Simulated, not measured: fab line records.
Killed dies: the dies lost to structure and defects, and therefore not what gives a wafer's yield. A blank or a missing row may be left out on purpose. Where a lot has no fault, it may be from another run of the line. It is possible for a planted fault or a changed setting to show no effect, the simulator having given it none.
Code-filled problem report in 8D (eight disciplines) form    flow n5-finfet    the parts of the form that need people (team, actions taken, sign-off) are left out

## 1. THE ISSUE
M4_THK at N5_BEOL_M4_THK_MEAS_53 reads a mean of 147.0 nm on 2 wafers of 1 lot; wafers without a fault read 40.1 nm with a standard deviation of 1.5. Measured from the usual mean, that is +71 standard deviations.
The step: measures by xrf.
First observed at day 11 01:55: wafer L181.5, on film-metro-02. The record has a number at this step for 24 wafers belonging to 8 lots. By rule, "out" or "out of limits" means more than 4 standard deviations away from the usual mean. Any other wafer with a number is counted as sound.

## 2. WHAT IT IS, WHAT IT ISN'T
question                     is                 is not
which readings at this step  M4_THK             -
which lots                   L181               L168, L170, L172, L175, L176, L178, L191
which wafers of those lots   L181.5, L181.6     L181.4
read on which gauges         film-metro-02      film-metro-01
when                         from day 11 01:55  up to then (19 sound wafers); but 3 sound wafers of L191 came after

## 3. SUSPECTS, AND WHAT RULES EACH OUT
Counting: a tool at a process step up to the reading stays a suspect if it ran every lot that is out. Sound lots after the first of them don't rule it out here, since some wafers of a struck lot are sound.
- the gauge at N5_BEOL_M4_THK_MEAS_53 is ruled out. All the wafers that are out were read on film-metro-02, but those of them that N5_BEOL_M4_CMP_52 has rows for are out there too, on other tools.
- pvd-sputter-01 at N5_BEOL_M4_SPUTTER_88 (material Cu, target thk 4.5 nm, time 8.29 s): kept. It ran the lot that is out, L181 (day 11 00:14); its last sound lot up to then is L168 (day 7 16:30).
- pvd-sputter-01 at N5_BEOL_M4_SPUTTER_90 (material Cu, target thk 4.5 nm, time 8.29 s): kept. It ran the lot that is out, L181 (day 11 00:28); its last sound lot up to then is L168 (day 7 16:43).
- pvd-sputter-01 at N5_BEOL_M4_SPUTTER_94 (material Cu, target thk 4.5 nm, time 8.29 s): kept. It ran the lot that is out, L181 (day 11 00:54); its last sound lot up to then is L168 (day 7 17:10).
- cmp-04 at N5_BEOL_M4_CMP_52 (polishes, stops on SiOC, t overpolish 6.8 s, target thk 40 nm): kept. It ran the lot that is out, L181 (day 11 01:41); its last sound lot up to then is L178 (day 10 06:55). Its own barrier-field-endpoint-s, overpolish-run-s, time-to-endpoint-s readings are out on those wafers.
- Within cmp-04 at N5_BEOL_M4_CMP_52: the wafers that are out ran in chambers 1, 2; their sound lot-mates ran in chamber 3.
Left after counting: pvd-sputter-01 at N5_BEOL_M4_SPUTTER_88, pvd-sputter-01 at N5_BEOL_M4_SPUTTER_90, pvd-sputter-01 at N5_BEOL_M4_SPUTTER_94, cmp-04 at N5_BEOL_M4_CMP_52.

## 4. THE CAUSE (what the simulator had put in)
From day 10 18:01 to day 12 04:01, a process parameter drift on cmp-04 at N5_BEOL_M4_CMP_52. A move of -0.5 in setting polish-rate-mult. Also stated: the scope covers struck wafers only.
4 suspects survive the count, and this tool is in that group.

## 5. THE CHAIN OF EFFECTS, in route order
Each row: a reading whose mean over the struck wafers that have a number lies more than 3 standard deviations from the usual. Scope: only readings with a usual standard deviation given in the record; hours: median across lots of the time from each lot's start at the first step in this table that gives one to its start at this step; sigmas: change in usual standard deviations.
hours  step                     reading                   usual    on struck wafers  change  sigmas
0      N5_BEOL_M4_CMP_52        barrier-field-endpoint-s  24.6 s   41.2              +16.6   +26
0      N5_BEOL_M4_CMP_52        overpolish-run-s          6.801 s  0.043             -6.758  -99 or more
0      N5_BEOL_M4_CMP_52        time-to-endpoint-s        62 s     81                +19     +5.8
0      N5_BEOL_M4_THK_MEAS_53   M4_THK                    40.1 nm  147.0             +106.9  +71
1      N5_BEOL_M4_INSPECT_59    raw-defect-count          75       4922              +4847   +99 or more
100    N5_PASSIVATION_PROBE_49  defect-limited-yield      91.1 %   0.0               -91.1   -65
100    N5_PASSIVATION_PROBE_49  killed_at_M4_up           14       1106              +1092   +99 or more
100    N5_PASSIVATION_PROBE_49  killed-dies               105      1180              +1075   +67
100    N5_PASSIVATION_PROBE_49  killed-on-rim             13       152               +139    +35
100    N5_PASSIVATION_PROBE_49  sort-n-pass               1075     0                 -1075   -67
100    N5_PASSIVATION_PROBE_49  sort-yield-pct            91.1 %   0.0               -91.1   -65
It contains these process steps:
- N5_BEOL_M4_CMP_52: polishes, stops on SiOC, t overpolish 6.8 s, target thk 40 nm.
- N5_PASSIVATION_PROBE_49

## 6. WHAT WOULD HAVE CAUGHT IT SOONER
The first out-of-limits reading at a measuring or inspecting step in this record came at day 11 01:55, 8 hours after the fault's start at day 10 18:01.
The tool's own readings at N5_BEOL_M4_CMP_52 were out on every struck wafer that the step has a row for (barrier-field-endpoint-s, overpolish-run-s, time-to-endpoint-s): an alarm limit on them would have fired on the first of those.
The start of N5_BEOL_M4_CMP_52 on cmp-04 came by day 11 01:55 for every one of the lots that are out (1). Tool hold at that time: it would have spared none of them.
